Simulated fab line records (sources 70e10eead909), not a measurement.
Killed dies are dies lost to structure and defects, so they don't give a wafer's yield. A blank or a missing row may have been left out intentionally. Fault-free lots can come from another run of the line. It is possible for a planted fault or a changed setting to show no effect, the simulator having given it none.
Matching of chambers | flow nand harc | rie diel-07 running NHARC_A_CHANNEL_HOLE_D2_DESCUM_15: 4 sister chambers
The step chemistry O2, time 3 s. 8 wafers are shown with their chamber, then 9 later ones without.

== EACH WAFER AND ITS CHAMBER ==
wafer  | chamber | drypump motor current A (A) | showerhead plenum p Torr (Torr)
L076.4 | 1       | 6.2                         | 2.02
L079.6 | 0       | 5.8                         | 2.00
L081.6 | 0       | 5.8                         | 1.99
L083.1 | 2       | 5.9                         | 1.97
L083.5 | 2       | 5.8                         | 1.97
L087.3 | 3       | 5.2                         | 2.05
L087.4 | 1       | 6.2                         | 2.02
L087.6 | 3       | 5.2                         | 2.05

== WAFERS WHOSE CHAMBER IS MISSING ==
wafer  | drypump motor current A (A) | showerhead plenum p Torr (Torr)
L091.2 | 6.2                         | 2.02
L091.3 | 5.8                         | 1.97
L091.6 | 5.2                         | 2.04
L093.3 | 5.2                         | 2.04
L093.4 | 6.2                         | 2.02
L093.6 | 5.8                         | 1.97
L096.2 | 5.8                         | 1.97
L096.4 | 5.2                         | 2.04
L096.5 | 5.8                         | 1.99

== CHAMBER TAKEN BY EACH ==
wafer  | from the rows above | in truth
L091.2 | 1                   | 1
L091.3 | 2                   | 2
L091.6 | 3                   | 3
L093.3 | 3                   | 3
L093.4 | 1                   | 1
L093.6 | 2                   | 2
L096.2 | 2                   | 2
L096.4 | 3                   | 3
L096.5 | 0                   | 0
Placed correctly: 9 of 9. Can't be placed from these rows: 0. Number placed wrongly: 0.
How it was worked out, from the rows above alone: a wafer's distance from a chamber is the root of the sum, over the readings, of the square of ((its reading less the chamber's mean) divided by the reading's scatter). If the next closest chamber is less than 2 further off than the closest, the wafer can't be placed; otherwise it belongs to the closest. Each chamber's mean is taken over the wafers shown for it. The scatter is the square root of a quotient: the sum, over the shown wafers, of each reading's squared deviation from its chamber's mean, divided by wafers minus chambers.
